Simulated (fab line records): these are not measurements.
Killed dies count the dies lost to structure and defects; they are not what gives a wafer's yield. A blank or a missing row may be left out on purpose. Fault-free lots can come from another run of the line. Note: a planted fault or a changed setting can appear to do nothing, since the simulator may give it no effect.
A struck lot beside a sound one / flow n5 finfet / 15 steps out of a route of 1938
Sound: these wafers, L209.1, L209.2, L209.5. Struck: wafer L218.4. (L218.1, L218.6 of the same lot were not struck and are left out.) The cause comes at the end.
Order at every step that has rows: each side's tool, ch and its chambers, its first start. Under that, the readings that differ: sound wafers / struck wafers / difference of the means / sigmas: that difference in standard deviations of wafers without a fault.
alike: readings with means less than 2 such deviations apart, plus words and numbers identical on both sides. not compared: withheld readings, readings lacking a value on some wafer, bounds such as >300 that could conceal the same value, and numbers that have no deviation in the record and whose values overlap.
A row with sigmas, a row that says differs or no value, or rows on one side alone: a step with any of these is where the two part. When numbers do not overlap yet have no deviation, they are printed without sigmas and do not part them. A reading missing from all wafers of one side parts the sides only when that side holds two or more wafers.

first, 6 steps without rows for these wafers: N5_BEOL_M15_EBR_06; N5_BEOL_M15_SOFTBAKE_05 (time 60 s); N5_BEOL_M15_EXPOSE_07 (exposes mask V14); N5_BEOL_M15_PEB_08 (peb time 90 s); N5_BEOL_M15_DEVELOP_09 (develop time 45 s); N5_BEOL_M15_HARDBAKE_14 (time 120 s).
N5_BEOL_M15_CD_MEAS_10: the cd target is 360 nm.
  sound on cd sem-03 ch 0, day 13 11:01; struck on cd sem-01 ch 0, day 15 09:02
reading=cd nm (nm); sound=362.6 360.5 359.4; struck=355.9; difference=-4.9; sigmas=-2
N5_BEOL_M15_OVL_MEAS_11:
  sound on overlay-02 ch 0, day 13 11:02; struck on overlay-01 ch 0, day 15 09:04
reading=V14_OVL (nm); sound=1 1 2; struck=-10; difference=-11; sigmas=-2
N5_BEOL_M15_INSPECT_12: inspects for defects (macro).
  sound on defect inspect-01, day 13 11:04; struck on defect inspect-02, day 15 09:05
  alike: raw defect count
N5_BEOL_M15_DESCUM_15: chemistry O2, time 7.9 s.
  sound on rie diel-02 ch 0,3, day 13 11:06; struck on rie diel-04 ch 2, day 15 09:19
reading=oes product au (a.u.); sound=0.72 0.75 0.73; struck=0.93; difference=+0.20; sigmas=+2
  alike: bias power w, drypump motor current A, rf vpp V, showerhead plenum p Torr, throttle valve pct
  not compared: rf hours counter h
N5_BEOL_M15_ETCH_59: etches BARC in N2/H2, target depth 89 nm, overetch 26.7 nm, time 67.9 s.
  sound on rie diel-02 ch 0,3, day 13 11:08; struck on rie diel-04 ch 2, day 15 09:21
reading=oes product au (a.u.); sound=0.62 0.64 0.62; struck=0.79; difference=+0.16; sigmas=+2
  alike: drypump motor current A, n2 flow sccm, rf vpp V, showerhead plenum p Torr, throttle valve pct
  not compared: rf hours counter h
N5_BEOL_M15_VIA_ETCH_16: etches SiO2 in C4F8/O2/Ar, target depth 1792.2 nm.
  sound on rie diel-02 ch 0,3, day 13 11:11; struck on rie diel-04 ch 2, day 15 09:24
reading=oes_o_777_au (a.u.); sound=0.71 0.73 0.71; struck=0.90; difference=+0.18; sigmas=+2
reading=oes product au (a.u.); sound=0.65 0.68 0.66; struck=0.83; difference=+0.17; sigmas=+2
  alike: C4F8_flow_sccm, drypump motor current A, rf vpp V, showerhead plenum p Torr, throttle valve pct
N5_BEOL_M15_STRIP_63: strips in O2.
  sound on rie diel-02 ch 0,3, day 13 11:00; struck on rie diel-04 ch 2, day 15 09:00
reading=chamber pressure mTorr (mTorr); sound=30.02 29.99 30.03; struck=20.98; difference=-9.03; sigmas=-99 or more
reading=oes product au (a.u.); sound=0.72 0.76 0.74; struck=0.92; difference=+0.18; sigmas=+2
  alike: drypump motor current A, rf vpp V, showerhead plenum p Torr, throttle valve pct
  not compared: rf hours counter h
N5_BEOL_M15_STRIP_64: strips in O2.
  sound on rie diel-02 ch 0,3; struck on rie diel-04 ch 2
reading=oes product au (a.u.); sound=0.72 0.74 0.72; struck=0.92; difference=+0.19; sigmas=+2
  alike: chamber pressure mTorr, drypump motor current A, rf vpp V, showerhead plenum p Torr, throttle valve pct
  not compared: rf hours counter h
N5_PASSIVATION_PROBE_49:
  sound wafers here have rows in the record (prober-02, day 14 07:38); struck ones have none

== WHERE THEY PART ==
Last at N5_PASSIVATION_PROBE_49 as far as this record goes, first at N5_BEOL_M15_CD_MEAS_10.

WHY: whatever the simulator had introduced
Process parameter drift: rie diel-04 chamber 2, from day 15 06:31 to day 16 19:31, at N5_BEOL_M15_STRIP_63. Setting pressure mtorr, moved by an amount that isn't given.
